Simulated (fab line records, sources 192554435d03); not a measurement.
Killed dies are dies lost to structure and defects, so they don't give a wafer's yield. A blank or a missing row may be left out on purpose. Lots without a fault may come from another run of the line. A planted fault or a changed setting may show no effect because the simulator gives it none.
Chamber matching | flow n5_finfet | N5_BEOL_M2_STRIP_19 on rie_diel-05: 4 sister chambers
The step strips in O2. 20 wafers are shown with their chamber, then 10 later ones without.

WAFERS WITH THEIR CHAMBER
wafer  | chamber | showerhead_plenum_p_Torr (Torr) | throttle_valve_pct (%) | oes_product_au (a.u.)
L080.1 | 3       | 2.05                            | 16.81                  | 0.68
L080.3 | 0       | 2.07                            | 16.56                  | 0.93
L080.4 | 2       | 2.20                            | 16.64                  | 0.77
L081.2 | 1       | 2.15                            | 16.35                  | 0.90
L081.3 | 2       | 2.20                            | 16.66                  | 0.76
L081.5 | 2       | 2.20                            | 16.65                  | 0.77
L082.3 | 0       | 2.06                            | 16.56                  | 0.91
L082.4 | 3       | 2.05                            | 16.83                  | 0.69
L082.6 | 2       | 2.20                            | 16.68                  | 0.77
L083.4 | 3       | 2.05                            | 16.82                  | 0.69
L083.5 | 2       | 2.20                            | 16.67                  | 0.77
L083.6 | 0       | 2.06                            | 16.55                  | 0.91
L084.2 | 0       | 2.06                            | 16.56                  | 0.90
L084.4 | 2       | 2.19                            | 16.68                  | 0.76
L084.6 | 2       | 2.19                            | 16.70                  | 0.77
L085.1 | 0       | 2.06                            | 16.57                  | 0.90
L085.2 | 2       | 2.19                            | 16.69                  | 0.77
L085.6 | 3       | 2.05                            | 16.83                  | 0.69
L086.2 | 1       | 2.15                            | 16.38                  | 0.88
L086.5 | 1       | 2.15                            | 16.38                  | 0.88

SIGNATURES (means of the wafers above)
reading                  | chamber 0 | chamber 1 | chamber 2 | chamber 3 | scatter within a chamber
showerhead_plenum_p_Torr | 2.0620    | 2.1500    | 2.1963    | 2.0500    | 0.00409
throttle_valve_pct       | 16.5600   | 16.3700   | 16.6713   | 16.8225   | 0.0157
oes_product_au           | 0.9100    | 0.8867    | 0.7675    | 0.6875    | 0.00826
Rule: a wafer's distance from a chamber is the root of the sum, over the readings, of the square of ((its reading less the chamber's mean) divided by the reading's scatter). The wafer belongs to the nearest chamber; if the next one is less than 2 further off, it can't be placed. The scatter: the root of (the sum of the squares of (reading less its chamber's mean) over the shown wafers, divided by (wafers less chambers)).

WAFERS WITHOUT THEIR CHAMBER
wafer  | showerhead_plenum_p_Torr (Torr) | throttle_valve_pct (%) | oes_product_au (a.u.)
L086.6 | 2.06                            | 16.57                  | 0.90
L092.1 | 2.19                            | 16.71                  | 0.74
L092.3 | 2.06                            | 16.60                  | 0.87
L092.4 | 2.06                            | 16.60                  | 0.86
L093.1 | 2.19                            | 16.73                  | 0.74
L093.5 | 2.14                            | 16.43                  | 0.86
L093.6 | 2.19                            | 16.74                  | 0.75
L096.4 | 2.14                            | 16.41                  | 0.85
L096.5 | 2.05                            | 16.62                  | 0.85
L096.6 | 2.18                            | 16.75                  | 0.74

WHICH CHAMBER EACH WENT THROUGH
wafer  | from the rows above | in truth
L086.6 | 0                   | 0
L092.1 | 2                   | 2
L092.3 | 0                   | 0
L092.4 | 0                   | 0
L093.1 | 2                   | 2
L093.5 | 1                   | 1
L093.6 | 2                   | 2
L096.4 | 1                   | 1
L096.5 | 0                   | 0
L096.6 | 2                   | 2
Placed correctly: 10 of 10. Can't be placed from these rows: 0. Placed wrongly: 0.
